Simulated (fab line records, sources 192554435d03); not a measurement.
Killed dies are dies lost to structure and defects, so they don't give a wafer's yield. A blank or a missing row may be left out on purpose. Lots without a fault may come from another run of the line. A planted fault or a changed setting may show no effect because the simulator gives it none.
fab line records | flow n5_finfet
record lots=3 wafers=9 last_day=17
route steps=1938 shown PMOS_HMC_CHANNEL_EPI@83 FIN_SAQP@90 FIN_CUT@165 BEOL_M4@1111 PASSIVATION@1936
lots that met no fault: from a run of the same line without faults
start_h: hours from the record's first day to the start of the lot's first wafer shown | wait_h: hours since the lot's step before | " the same as in the row above | L1.1+2: a row that stands for several wafers | - no value, or no start given | * or withheld: withheld | < > ~ a bound
route shown NAME@n: a module of which the file shows steps, and the number in the route of the first | usual: mean/standard deviation of fault-free wafers | same: alike in all rows | chamber/n: place in a boat | sites: the reading at each site | _std_site: their standard deviation | _edge_site: outer sites' mean less inner sites' | radius_mm: how far each site lies from the wafer's centre | mask NAME#n: copy n | behind: the tool/chamber that last shaped the wafer | hold: why the lot was held/for how many hours/how that ended | device: the transistor (n, p or np) that didn't switch | end of line: the same wafers' tests at the end of the route | a step without rows: its recipe alone | killed: dies lost to structure and defects at the first sort, not the wafer's yield | map: a wafer's dies, x killed, . not, _ none there
set.NAME: the setting as run; set.NAME@STEP: as run at that earlier step | model.NAME: the simulator's own value behind a step, which no gauge read
lots at some steps of the route; a table a step, a row a wafer
services: from which hour (start_h, from the record's first day; less than 0 if before it) a tool's chamber was out of use, for how many hours, and why
## steps
# step N5_PMOS_HMC_CHANNEL_EPI_PRECLEAN_40
# recipe chemistry=DHF time_s=30 temp_c=25 dilution=withheld
# step N5_PMOS_HMC_CHANNEL_EPI_PRECLEAN_37
# recipe chemistry=O3/DIW time_s=45 temp_c=22 o3_ppm=10
# step N5_PMOS_HMC_CHANNEL_EPI_PRECLEAN_24
# recipe chemistry=DHF time_s=30 temp_c=25 dilution=withheld
# step N5_PMOS_HMC_CHANNEL_EPI_SRD_25
# recipe dry=ipa_marangoni do_ppb=5 time_s=30 temp_c=23 rinse_liquid=diw
# step N5_PMOS_HMC_CHANNEL_EPI_EPI_26
# recipe material=Si target_thk_a=38 temp_c=650 precursor=SiH4/H2 pressure_torr=20 time_s=22.7
# step N5_FIN_SAQP_PRECLEAN_42
# recipe chemistry=O3/DIW time_s=60 temp_c=22 o3_ppm=10
# step N5_FIN_SAQP_PRECLEAN_00
# recipe chemistry=SC1 time_s=60 temp_c=55 mix=1:2:50
# step N5_FIN_SAQP_PRECLEAN_44
# recipe chemistry=SC2 time_s=45 temp_c=35 mix=1:1:50
# step N5_FIN_SAQP_SRD_01
# recipe dry=ipa_marangoni time_s=30 temp_c=23 rinse_liquid=diw
# step N5_FIN_SAQP_ALD_61
# recipe material=SiO2 target_thk_a=40 temp_c=300 ald_precursor_family=BDEAS ald_co_reactant=O2-plasma pulse_time_s=1 purge_time_s=2 co_reactant_purge_time_s=2 ald_cycles=43 pressure_torr=2
# usual heater_power_w=475/55 precursor_pulse_height_rel=0.999/0.021
# same ald_cycles=43 purge_time_s=2
# columns lot.wafer tool chamber start_h wait_h heater_power_w precursor_pulse_height_rel
L580.2 ald_sin-04 3 20.45 0.0 410 1.006
L580.3 " 0 " " 453 1.009
L580.4 " 1 " " 533 0.978
L589.4 ald_sin-04 0 74.97 0.0 455 1.009
L589.5 " 1 " " 550 0.936
L589.6 " 2 " " 505 0.986
L599.1 ald_sin-01 1 135.91 0.0 506 1.001
L599.2 " 0 " " 525 1.007
L599.5 " 0 " " 522 1.001
# step N5_FIN_SAQP_DENSIFY_62
# recipe temp_c=700 time_s=60 ambient=N2 idle_temp_c=600 ramp_up_c_per_s=150 ramp_down_c_per_s=60 cool_to_c=600
# step N5_FIN_SAQP_HM_DEP_03
# recipe material=SiNx target_thk_a=380 temp_c=400 precursor=SiH4/NH3/N2 pressure_torr=1.5 rf_w=300 time_s=33.6
# step N5_FIN_SAQP_PECVD_47
# recipe material=a-Si target_thk_a=450 temp_c=400 precursor=SiH4/He pressure_torr=3 rf_w=100 time_s=36.3
# step N5_FIN_SAQP_PECVD_48
# recipe material=SiNx target_thk_a=250 temp_c=400 precursor=SiH4/NH3/N2 pressure_torr=1.5 rf_w=300 time_s=22.1
# step N5_FIN_SAQP_PECVD_06
# recipe material=a-Si target_thk_a=600 temp_c=400 precursor=SiH4/He pressure_torr=3 rf_w=100 time_s=48.1
# step N5_FIN_SAQP_HM_DEP_72
# recipe material=SiO2 target_thk_a=120 temp_c=400 precursor=SiH4/N2O pressure_torr=0.75 rf_w=275 time_s=7.2
# step N5_FIN_SAQP_COAT_49
# recipe resist=SOC temp_c=250 time_s=60 spin_rpm=1500 resist_thk_nm=100
# step N5_FIN_SAQP_COAT_50
# recipe resist=SiARC temp_c=220 time_s=60 spin_rpm=1500 resist_thk_nm=35
# step N5_FIN_SAQP_COAT_10
# recipe resist=CAR-ArF spin_rpm=1500 resist_thk_nm=90
# step N5_FIN_SAQP_EBR_12
# recipe solvent=PGMEA ebr_width_mm=1.5
# step N5_FIN_SAQP_SOFTBAKE_11
# recipe temp_c=110 time_s=60 resist=CAR-ArF
# step N5_FIN_SAQP_EXPOSE_13
# recipe mask_id=FIN_CORE na=1.35 source_shape=dipole sigma_inner=0.538 sigma_outer=0.738 polarization=te target_cd_nm=35.6 dose_mj=63.25
# step N5_FIN_SAQP_PEB_14
# recipe peb_temp_c=withheld peb_time_s=60 resist=CAR-ArF
# step N5_FIN_SAQP_DEVELOP_15
# recipe develop_time_s=30 developer=TMAH resist=CAR-ArF dev_temp_c=23 rinse_liquid=diw dry=air_spin
# step N5_FIN_SAQP_INSPECT_18
# recipe mode=adi inspect_instrument=brightfield
# usual raw_defect_count=434/130
# columns lot.wafer tool chamber start_h wait_h raw_defect_count
L580.2 defect_inspect-01 - 21.71 0.0 345
L580.3 " - " " 320
L580.4 " - " " 397
L589.4 defect_inspect-01 - 76.11 0.0 408
L589.5 " - " " 2146
L589.6 " - " " 500
L599.1 defect_inspect-02 - 137.18 0.0 442
L599.2 " - " " 303
L599.5 " - " " 231
# step N5_FIN_SAQP_DESCUM_21
# recipe chemistry=O2 time_s=7.9 source_power_w=50 bias_power_w=20 pressure_mtorr=20 rf_frequency_hz=2.712e+07 temp_c=40 resist=CAR-ArF o2_flow_sccm=225
# step N5_FIN_SAQP_ETCH_51
# recipe chemistry=CF4 target=SiARC target_depth_a=455 mask_material=CAR-ArF time_s=75.8 ion_energy_ev=80 pressure_mtorr=40 source_w=545 bias_w=36 Ar_flow_sccm=100 cf4_flow_sccm=100 ends=cleared
# step N5_FIN_SAQP_ETCH_52
# recipe chemistry=N2/H2 target=SOC target_depth_a=1000 overetch_a=200 mask_material=SiARC temp_c=40 time_s=150 ion_energy_ev=200 pressure_mtorr=30 source_w=840 bias_w=150 n2_flow_sccm=200 h2_flow_sccm=200 ends=end_point
# step N5_FIN_SAQP_STRIP_53
# recipe chemistry=N2/H2 temp_c=40 n2_flow_sccm=200 h2_flow_sccm=200 rf_frequency_hz=6e+07
# step N5_FIN_SAQP_HM_OPEN_73
# recipe chemistry=CHF3/O2 target=SiO2 stop_on=a-Si target_depth_a=120 over_etch_frac=1.8 mask_material=SOC time_s=16.8 pressure_mtorr=30 source_w=650 bias_w=170 Ar_flow_sccm=200 CHF3_flow_sccm=50 O2_flow_sccm=5 ion_energy_ev=200 ends=end_point
# step N5_FIN_SAQP_STRIP_74
# recipe chemistry=CHF3/O2 resist=SiARC rf_frequency_hz=6e+07
# step N5_FIN_SAQP_MANDREL_ETCH_22
# recipe target_depth_a=600 chemistry=HBr/Cl2 target=a-Si stop_on=SiNx bt_time_s=10 over_etch_frac=0.5 time_s=30 pressure_mtorr=10 icp_w=800 bias_w=75 HBr_flow_sccm=150 Cl2_flow_sccm=80 ends=end_point
# step N5_FIN_SAQP_STRIP_55
# recipe chemistry=N2/H2 power_w=500 temp_c=40 pressure_mtorr=50 rf_frequency_hz=6e+07 overash_fraction=0.3 bias_power_w=28 h2_frac=0.5 n2_flow_sccm=300 h2_flow_sccm=300
# step N5_FIN_SAQP_STRIP_23
# recipe chemistry=SPM time_s=750 temp_c=130 h2so4_h2o2_vol_ratio=4
# step N5_FIN_SAQP_SRD_66
# recipe dry=ipa_marangoni time_s=30 temp_c=23 rinse_liquid=diw
# step N5_FIN_SAQP_INSPECT_40
# recipe inspect_instrument=brightfield mode=aei
# usual raw_defect_count=213/60
# columns lot.wafer tool chamber start_h wait_h raw_defect_count
L580.2 defect_inspect-01 - 25.96 0.0 166
L580.3 " - " " 174
L580.4 " - " " 313
L589.4 defect_inspect-01 - 80.45 0.0 145
L589.5 " - " " 1714
L589.6 " - " " 132
L599.1 defect_inspect-01 - 141.65 0.0 238
L599.2 " - " " 140
L599.5 " - " " 167
# step N5_FIN_CUT_INSPECT_10
# recipe mode=adi inspect_instrument=brightfield
# usual raw_defect_count=39/10
# columns lot.wafer tool chamber start_h wait_h raw_defect_count
L580.2 defect_inspect-02 - 26.35 0.0 23
L580.3 " - " " 32
L580.4 " - " " 55
L589.4 defect_inspect-02 - 80.85 0.0 28
L589.5 " - " " 1496
L589.6 " - " " 24
L599.1 defect_inspect-01 - 142.17 0.1 53
L599.2 " - " " 25
L599.5 " - " " 31
# step N5_BEOL_M4_RC_MEAS_101
# usual DIBL_N=37.5/2.5 DIBL_P=38/3.1 IOFF_N=0.19/0.059 IOFF_P=0.24/0.061 ION_N=679/16 ION_P=465/9.8 SS_N=72.0/0.8 SS_P=73.7/0.86 VT_N=248/4.5 VT_P=-249/3.5
# columns lot.wafer tool chamber start_h wait_h DIBL_N[mV/V] DIBL_P[mV/V] IOFF_N[nA/um] IOFF_P[nA/um] ION_N[uA/um] ION_P[uA/um] SS_N[mV/dec] SS_P[mV/dec] VT_N[mV] VT_P[mV]
L580.2 prober-02 0 163.50 0.2 38.2 37 0.18 0.21 675 457 72.1 73.4 252 -251
L580.3 " 0 " " 37.0 37 0.16 0.23 676 469 71.6 73.1 249 -249
L580.4 " 0 " " 41.6 42 0.28 0.30 683 459 73.3 74.7 246 -245
L589.4 prober-01 0 225.88 0.5 40.4 40 0.25 0.35 711 486 72.9 74.3 243 -241
L589.5 " 0 " " 36.9 35 0.15 0.23 672 469 71.4 73.4 250 -247
L589.6 " 0 " " 37.5 36 0.16 0.23 686 472 71.7 73.4 252 -247
L599.1 prober-02 0 287.84 0.0 35.9 35 0.16 0.20 680 467 71.3 72.4 251 -252
L599.2 " 0 " " 39.5 39 0.25 0.27 697 469 72.4 74.1 241 -250
L599.5 " 0 " " 37.6 37 0.19 0.24 690 466 71.6 73.2 246 -247
# step N5_PASSIVATION_PROBE_49
# usual defect_limited_yield=91.0/1.4 killed_at_M0_to_M3=35/10 killed_at_M4_up=14/5.5 killed_at_contacts=13/5.6 killed_at_front_end=41/11 killed_at_other=4/3.4 killed_dies=106/16 killed_on_rim=13/4 killed_open=68/12 killed_short=35/7.3 sort_bin_4_leakage=0.3/2.1 sort_bin_5_function=5.3/0.89 sort_bin_6_memory=3.4/0.67 sort_n_pass=1070/28 sort_yield_pct=90.7/2.4
# same gross_dies=1180 killed_at_back_side=0 sort_bin_8_speed[%]=0
# columns lot.wafer tool chamber start_h wait_h defect_limited_yield[%] killed_at_M0_to_M3 killed_at_M4_up killed_at_contacts killed_at_front_end killed_at_other killed_dies killed_on_rim killed_open killed_short sort_bin_4_leakage[%] sort_bin_5_function[%] sort_bin_6_memory[%] sort_n_pass sort_yield_pct[%]
L580.2 prober-02 - 269.80 0.1 90.5 37 16 10 47 2 112 16 69 34 0 5.9 3.2 1068 90.5
L580.3 prober-02 - 269.85 0.1 90.6 32 26 11 33 9 111 16 73 36 0 5.3 3.8 1069 90.6
L580.4 prober-02 - 269.90 0.2 91.3 41 17 10 33 2 103 12 58 38 0.2 5.8 2.6 1075 91.1
L589.4 prober-01 - 320.82 0.2 93.0 27 19 4 33 0 83 8 61 21 0 4.7 2.0 1097 93.0
L589.5 prober-01 - 320.87 0.2 81.6 38 10 12 155 2 217 32 65 25 0 10.2 3.9 963 81.6
L589.6 prober-01 - 320.92 0.3 89.7 58 11 11 37 4 121 11 77 39 0 5.7 4.2 1059 89.7
L599.1 prober-02 - 403.02 0.0 92.5 29 8 8 40 4 89 9 56 31 0 4.4 2.8 1091 92.5
L599.2 prober-02 - 403.07 0.1 92.3 23 11 8 40 9 91 13 65 26 0 4.7 2.8 1089 92.3
L599.5 prober-02 - 403.22 0.2 91.6 40 14 5 36 4 99 15 58 38 0 5.5 2.6 1081 91.6
# killed by level:class
L580.2 STI_FIN_REVEAL:geometric_particle:open=13 BEOL_M3:geometric_particle:open=11 BEOL_M4:geometric_particle:open=10 BEOL_M0_SAQP:geometric_particle:short=9 MOL_CONTACT_COAG:geometric_particle:open=7 FIN_SAQP:geometric_particle:short=6 GATE_CUT:geometric_particle:open=6 GATE_CUT:geometric_particle:short=5
L580.3 BEOL_M3:geometric_particle:open=15 STI_FIN_REVEAL:geometric_particle:open=12 BEOL_M4:geometric_particle:open=10 GATE_CUT:geometric_particle:short=7 MOL_CONTACT_COAG:geometric_particle:open=7 BEOL_M3:geometric_particle:short=5 PAD_METAL:geometric_particle:open=5 STI_FIN_REVEAL:geometric_particle:short=4
L580.4 BEOL_M3:geometric_particle:open=12 BEOL_M4:geometric_particle:open=10 STI_FIN_REVEAL:geometric_particle:open=8 MOL_CONTACT_COAG:geometric_particle:open=8 FIN_SAQP:geometric_particle:short=7 BEOL_M0_SAQP:geometric_particle:open=7 BEOL_M0_SAQP:geometric_particle:short=7 BEOL_M3:geometric_particle:short=6
L589.4 BEOL_M1:geometric_particle:open=11 BEOL_M4:geometric_particle:open=9 DUMMY_GATE:geometric_particle:open=8 FIN_SAQP:geometric_particle:open=6 STARTING-WAFER:geometric_particle:short=4 MOL_CONTACT_COAG:geometric_particle:open=4 BEOL_M3:geometric_particle:open=4 BEOL_M1:geometric_particle:short=3
L589.5 FIN_SAQP:unspecified=124 BEOL_M0_SAQP:geometric_particle:open=12 MOL_CONTACT_COAG:geometric_particle:open=10 BEOL_M1:geometric_particle:open=9 BEOL_M0_SAQP:geometric_particle:short=8 DUMMY_GATE:geometric_particle:open=7 FIN_SAQP:geometric_particle:open=6 FIN_SAQP:geometric_particle:short=5
L589.6 BEOL_M3:geometric_particle:open=19 FIN_SAQP:geometric_particle:open=11 BEOL_M0_SAQP:geometric_particle:short=9 BEOL_M0_SAQP:geometric_particle:open=8 BEOL_M2:geometric_particle:open=8 GATE_CUT:geometric_particle:short=6 MOL_CONTACT_COAG:geometric_particle:open=6 DUMMY_GATE:geometric_particle:open=5
L599.1 FIN_SAQP:geometric_particle:short=13 FIN_SAQP:geometric_particle:open=9 GATE_CUT:geometric_particle:open=6 MOL_CONTACT_COAG:geometric_particle:open=6 BEOL_M2:geometric_particle:open=6 BEOL_M0_SAQP:geometric_particle:short=5 BEOL_M0:geometric_particle:open=4 BEOL_M3:geometric_particle:open=4
L599.2 FIN_SAQP:geometric_particle:open=15 FIN_SAQP:geometric_particle:short=9 MOL_CONTACT_COAG:geometric_particle:open=8 BEOL_M0_SAQP:geometric_particle:open=7 BEOL_M3:geometric_particle:open=5 BEOL_M4:geometric_particle:open=4 STI_FIN_REVEAL:geometric_particle:open=3 STI_FIN_REVEAL:geometric_particle:short=3
L599.5 BEOL_M2:geometric_particle:open=12 FIN_SAQP:geometric_particle:short=8 STI_FIN_REVEAL:geometric_particle:open=7 BEOL_M0_SAQP:geometric_particle:short=7 BEOL_M4:geometric_particle:open=7 BEOL_M3:geometric_particle:open=5 FIN_SAQP:geometric_particle:open=4 GATE_CUT:geometric_particle:short=4
# map L589.5 (x killed, . not)
_________________..........x.________________
______________.....x............_____________
___________.......x........x.x.x...__________
__________...x...x.......x....x...x._________
________..x....................x......_______
_______............................x...______
______......x..............x.......x...._____
_____...........x...x...x................____
____...............x..x...............x...___
___x..........x...................x.x......__
___x.....xx............x.....xx............__
__.x..x.......xx.....x...xx.xx.........x...._
__..x..x...x..........x....................._
_..............x.........................x...
_.........x....xx...............xx...........
_.x..........................x...x...........
_..................x.....x.xx.....x..........
_............................x.............x.
_.............................x.x............
_...........x.....................x.....xx...
_.....xx.xxx...x.............................
__xx.x..xxxxxx.x............x.x............._
__...xxxxxxxxxx.xx....x..........x.....x...._
___.xxxxxxxxxxxxxx......................x..__
___xx.xxxxxxxxxxx...............x..........__
____xxxxxxxxxxxxxxxx....x.................___
_____xxxxxxxxxxxxx....x..................____
______xxxxxxxxxxxxx..........x.........x_____
_______xxxxxxxxxxxx.x..................______
________xxxxxxxxx...................x._______
__________xxxxx.x............x......_________
___________xxxxx............x....x.__________
______________.x................_____________
_________________.....x......________________
# map L580.2 (x killed, . not)
_________________..x.........________________
______________.................._____________
___________..x.............x...x...__________
__________..........x..............._________
________.............x..x.....x......._______
_______...x.x........................xx______
______.....x.......x...x...x..........x._____
_____...............................x....____
____.....x.x.......x................x.....___
___.....................xx.................__
___.....x..x.........x.......x.....x...x...__
__....x.x.........................x.......x._
__..........x........x........x......x......_
_...x...........x....x...x.x.................
_.............x.....x.......xx...............
_...................x....x..x................
_.....x...x..x...................x...........
_..........x......x........x....x............
_.....x...xx...x.......x.....................
_.........x....x...........x.................
_......x....................................x
__........x.........x.x....x................_
__..........x..............................._
___................x...x.....x....x........__
___x...................x..x................__
____...x..x......x.....................x..___
_____.......................x....x.x.....____
______........x......x.....x.x.........._____
_______..........x.....x...............______
________........x....................x_______
__________...x......x..x..xx......x._________
___________....xxx....x..x....x....__________
______________xxx..............._____________
_________________....xx......________________
## services
# columns tool chamber start_h hours kind
ald_sin-01 0 7.75 - clean
ald_sin-01 1 7.75 - clean
ald_sin-01 2 7.75 - clean
ald_sin-01 3 7.75 - clean
ald_sin-01 1 26.36 2.8 repair
## key
first_sign step=N5_FIN_SAQP_INSPECT_18 reading=raw_defect_count direction=up sigmas=13 usual=434 struck=2146
effect step=N5_FIN_SAQP_INSPECT_40 reading=raw_defect_count direction=up sigmas=25 usual=213 struck=1714
effect step=N5_FIN_CUT_INSPECT_10 reading=raw_defect_count direction=up sigmas=99+ usual=39 struck=1496
effect step=N5_PASSIVATION_PROBE_49 reading=killed_at_front_end direction=up sigmas=11 usual=41 struck=155
more_kills_born_at N5_FIN_SAQP_ALD_61@ald_sin-04=122
met_at N5_FIN_SAQP_ALD_61
struck_wafers L589.5
onset_between 20.45 74.97
fault kind=chamber_particle_source tool=ald_sin-04 chamber=1 onset_h=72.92 steps=N5_FIN_SAQP_ALD_61 rate_per_visit_cm2=2.1758 end_h=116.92
